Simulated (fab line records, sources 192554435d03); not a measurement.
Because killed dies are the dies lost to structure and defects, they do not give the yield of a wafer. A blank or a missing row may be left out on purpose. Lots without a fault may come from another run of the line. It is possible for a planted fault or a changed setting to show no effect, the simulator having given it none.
fab line records	flow n5-finfet
record: lots: 7	wafers: 39
route steps=1938 shown BEOL_M9@1440 BEOL_M13@1705 MIM_BOT_ETCH@1866
start-h: hours from the record's opening day to when the first of the lot's shown wafers began	wait-h: hours elapsed since this lot's preceding step	" repeats the value in the row above	L1.1+2: several wafers, shown together as one row	- value missing, or start not given	* or withheld: withheld	< > ~ a bound
route shown NAME@n: names a module that has steps shown in the file, with the first one's number in the route	usual: mean and standard deviation over wafers with no fault	same: alike in all rows	chamber/n: place in a boat	sites: the reading at each site	_std_site: the values' standard deviation	_edge_site: mean of outer sites minus mean of inner sites	radius-mm: how far each site lies from the wafer's centre	mask NAME#n: copy n	behind: the most recent tool/chamber to have shaped the wafer	hold: what put the lot on hold/how long, in hours/how the hold closed	device: the transistor (n, p or np) that didn't switch	end of line: tests of these same wafers at the route's end	step lacking rows: just its recipe	killed: not the wafer's yield, but the dies lost to structure and defects at the first sort	map: a wafer's dies, x killed, . not, _ none there
set.NAME: the run value of the setting; set.NAME@STEP: its run value at that earlier step	model.NAME: the simulator's own value behind a step, which no gauge read
lots with deliberately changed settings; one table per step, one row per wafer
== steps ==
step: N5_BEOL_M9_ETCH_66
recipe: chemistry: N2/H2	target: SOC	target-depth-a: 800	overetch-a: 160	mask-material: SiARC	temp-c: 40	time-s: 120	ion-energy-ev: 200	pressure-mtorr: 30	source-w: 840	bias-w: 150	n2-flow-sccm: 200	h2-flow-sccm: 200
lot.wafer	tool	chamber	start-h	wait-h	set.time-s	model.SiARC_of_BEOL_M9_COAT_64.thk-nm
L080.1+3+6	rie-diel-01	0,3,2	269.81	0.0	71.86	8.6
L080.2	"	2	"	"	120	6.4
L080.4+5	"	1	"	"	120	6.2
L082.2+5	rie-diel-06	2,0	288.21	0.0	120	6.6
L082.6	"	1	"	"	120	6.4
L087.1+3+5	rie-diel-03	2,3,3	320.40	0.0	120	6.4
L087.2	"	1	"	"	159.3	4.4
L087.4+6	"	0	"	"	159.3	4.6
L092.1+2+3+5+6	rie-diel-06	0,2,3,3,0	359.49	0.0	120	6.6
L092.4	"	1	"	"	120	6.2
L096.1+2+5	rie-diel-03	2,3,2	381.54	0.0	120	6.6
L096.3	"	0	"	"	120	6.4
L096.4+6	"	1	"	"	120	6.2
L095.1+5	rie-diel-01	0,2	381.58	0.0	182.1	3.8
L095.2	"	2	"	"	182.1	3.6
L095.3+4+6	"	3,1,3	"	"	120	6.4
L097.1+3+4+5	rie-diel-01	0,2,2,0	383.74	0.0	120	6.6
L097.2+6	"	3	"	"	120	6.4
step: N5_BEOL_M13_SPUTTER_43
recipe: material: TaN	target-thk-a: 150	temp-c: 50	bias-v: 168.6	power-w: 15000	chamber-pressure-pa: 0.12	time-s: 24.19
lot.wafer	tool	chamber	start-h	wait-h	set.target-thk-a	model.TaN_of_BEOL_M13_SPUTTER_43.thk-nm
L080.1	pvd-sputter-03	-	300.66	0.0	150	15
L080.2+4	"	-	"	"	213.6	21.6
L080.3+5	"	-	"	"	150	15.2
L080.6	"	-	"	"	213.6	21.4
L082.2+6	pvd-sputter-02	-	333.71	0.0	150	15
L082.5	"	-	"	"	150	15.2
L087.1	pvd-sputter-03	-	361.10	0.0	150	15.2
L087.2+3	"	-	"	"	69.82	7
L087.4+5	"	-	"	"	150	15
L087.6	"	-	"	"	69.82	7.2
L092.1	pvd-sputter-01	-	394.08	0.0	150	15
L092.2	"	-	"	"	104.7	10.8
L092.3	"	-	"	"	150	15.4
L092.4	"	-	"	"	104.7	10.6
L092.5	"	-	"	"	150	15.2
L092.6	"	-	"	"	104.7	10.4
L095.1	pvd-sputter-01	-	417.02	0.0	150	15
L095.2+3+4+5	"	-	"	"	150	14.8
L095.6	"	-	"	"	150	14.6
L096.1+4+6	pvd-sputter-03	-	417.06	0.0	150	15
L096.2+3	"	-	"	"	220.4	22
L096.5	"	-	"	"	220.4	22.2
L097.1+2+6	pvd-sputter-03	-	419.90	0.0	75.29	7.4
L097.3+4+5	"	-	"	"	150	15
step: N5_BEOL_M13_SPUTTER_44
recipe: material: Ta	target-thk-a: 100	temp-c: 50	bias-v: 80	power-w: 15000	chamber-pressure-pa: 0.07	time-s: 16.13
step: N5_BEOL_M13_SPUTTER_45
recipe: material: Cu	target-thk-a: 800	temp-c: -20	bias-v: 60	power-w: 26000	chamber-pressure-pa: 0.13	time-s: 13.33
step: N5_BEOL_M13_ECD_47
recipe: material: Cu	target-thk-a: 9360
step: N5_BEOL_M13_ANNEAL_48
recipe: temp-c: 225	time-s: 90	ambient: N2
step: N5_BEOL_M13_CMP_49
recipe: stop-on: SiOC	t-overpolish-s: 17.1	down-force-psi: 1	platen-rpm: 50	clearing-platen-down-force-psi: 1.5	clearing-platen-rpm: 50	post-cmp-clean: cu-alkaline	target-thk-nm: 420	clearing-platen-pad-velocity-m-s: 0.99484	pad-velocity-m-s: 0.99484
usual: barrier-field-endpoint-s: 30.7/0.64
lot.wafer	tool	chamber	start-h	wait-h	set.target-thk-a@BEOL_M13_SPUTTER_43	barrier-field-endpoint-s
L080.2	cmp-02	3	303.98	0.2	213.6	38.5
L080.1	"	0	"	"	150	30.8
L080.3	"	1	"	"	150	31.3
L080.4	"	2	"	"	213.6	38.0
L080.5	"	3	"	"	150	31.0
L080.6	"	0	"	"	213.6	37.9
L082.2	cmp-03	0	334.48	0.2	150	31.0
L082.5	"	0	"	"	150	32.1
L082.6	"	1	"	"	150	31.1
L087.1	cmp-03	1	362.35	0.3	150	29.7
L087.3	"	2	"	"	69.82	20.9
L087.4	"	3	"	"	150	30.8
L087.2	"	0	"	"	69.82	21.2
L087.6	"	1	"	"	69.82	20.9
L087.5	"	2	"	"	150	29.8
L092.2	cmp-03	0	396.13	0.2	104.7	25.2
L092.1	"	1	"	"	150	29.7
L092.4	"	2	"	"	104.7	24.4
L092.3	"	3	"	"	150	30.4
L092.6	"	0	"	"	104.7	24.8
L092.5	"	1	"	"	150	30.2
L095.1	cmp-03	3	417.76	0.3	150	31.2
L095.4	"	0	"	"	150	31.1
L095.3	"	1	"	"	150	30.5
L095.2	"	2	"	"	150	30.3
L095.5	"	3	"	"	150	30.8
L095.6	"	0	"	"	150	31.1
L096.2	cmp-02	3	417.79	0.2	220.4	39.1
L096.4	"	0	"	"	150	30.3
L096.3	"	1	"	"	220.4	39.8
L096.1	"	2	"	"	150	30.6
L096.6	"	3	"	"	150	29.6
L096.5	"	0	"	"	220.4	39.8
L097.3	cmp-02	0	420.64	0.2	150	30.4
L097.2	"	1	"	"	75.29	21.2
L097.1	"	2	"	"	75.29	20.6
L097.4	"	3	"	"	150	29.2
L097.5	"	0	"	"	150	29.7
L097.6	"	1	"	"	75.29	21.4
step: N5_MIM_BOT_ETCH_ETCH_04
recipe: chemistry: CF4/O2	target: SiNx	target-depth-a: 260	time-s: 13	ion-energy-ev: 100	pressure-mtorr: 40	source-w: 535	bias-w: 49	Ar_flow_sccm: 100	cf4-flow-sccm: 100	O2_flow_sccm: 10
lot.wafer	tool	chamber	start-h	wait-h	set.time-s	model.etch.depth-nm	model.MIM_BOT_ETCH.cd-offset-nm
L080.1	rie-diel-04	1	324.30	0.0	13	24.62	0
L080.2	"	3	"	"	13	25.66	0.2
L080.3	"	0	"	"	13	25.03	0
L080.4	"	2	"	"	13	25.65	-0.2
L080.5	"	0	"	"	13	25.21	0
L080.6	"	1	"	"	13	24.61	0
L082.2	rie-diel-02	0	362.53	0.0	13	25.77	0
L082.5	"	3	"	"	13	26.9	0
L082.6	"	0	"	"	13	25.62	0
L087.1	rie-diel-05	2	376.24	0.0	13	26.59	0
L087.2	"	3	"	"	13	25.83	0
L087.3	"	1	"	"	13	26.35	0
L087.4	"	0	"	"	13	25.54	0
L087.5	"	1	"	"	13	26.29	0
L087.6	"	2	"	"	13	26.6	0
L092.1	rie-diel-05	2	417.92	0.0	8.122	16.51	0.4
L092.2	"	1	"	"	13	26.18	0
L092.3	"	0	"	"	8.122	15.87	0.4
L092.4	"	1	"	"	13	26.01	0
L092.5	"	0	"	"	13	25.62	0
L092.6	"	2	"	"	8.122	16.5	0.4
L095.1	rie-diel-02	2	433.25	0.0	18.08	36.59	-0.4
L095.2	"	3	"	"	18.08	37.23	-0.4
L095.3	"	1	"	"	13	25.57	0.2
L095.4	"	0	"	"	18.08	35.61	-0.4
L095.5	"	2	"	"	13	26.26	0
L095.6	"	1	"	"	13	25.38	0.2
L096.1	rie-diel-02	3	436.08	0.0	7.804	16.11	0.4
L096.2	"	2	"	"	7.804	15.9	0.4
L096.3	"	1	"	"	13	25.6	0.2
L096.4	"	0	"	"	7.804	15.38	0.4
L096.5	"	1	"	"	13	25.7	0.2
L096.6	"	0	"	"	13	25.67	0
L097.1	rie-diel-04	2	440.31	0.0	16.56	33.49	-0.2
L097.2	"	0	"	"	13	25.1	0
L097.3	"	1	"	"	16.56	31.63	-0.2
L097.4	"	3	"	"	16.56	32.79	-0.2
L097.5	"	1	"	"	13	24.8	0.2
L097.6	"	0	"	"	13	24.95	0
== key ==
split: step: N5_BEOL_M9_ETCH_66	setting: time-s	stated: 120	by: wafer
response: step: N5_BEOL_M9_ETCH_66	reading: model.SiARC_of_BEOL_M9_COAT_64.thk-nm	change: -0.0546	per: 1%	r: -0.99
split: step: N5_BEOL_M13_SPUTTER_43	setting: target-thk-a	stated: 150	by: wafer
response: step: N5_BEOL_M13_SPUTTER_43	reading: model.TaN_of_BEOL_M13_SPUTTER_43.thk-nm	change: +0.151	per: 1%	r: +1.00
response: step: N5_BEOL_M13_CMP_49	reading: barrier-field-endpoint-s	change: +0.178	per: 1%	r: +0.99
split: step: N5_MIM_BOT_ETCH_ETCH_04	setting: time-s	stated: 13	by: wafer
response: step: N5_MIM_BOT_ETCH_ETCH_04	reading: model.etch.depth-nm	change: +0.262	per: 1%	r: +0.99
response: step: N5_MIM_BOT_ETCH_ETCH_04	reading: model.MIM_BOT_ETCH.cd-offset-nm	change: -0.0102	per: 1%	r: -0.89
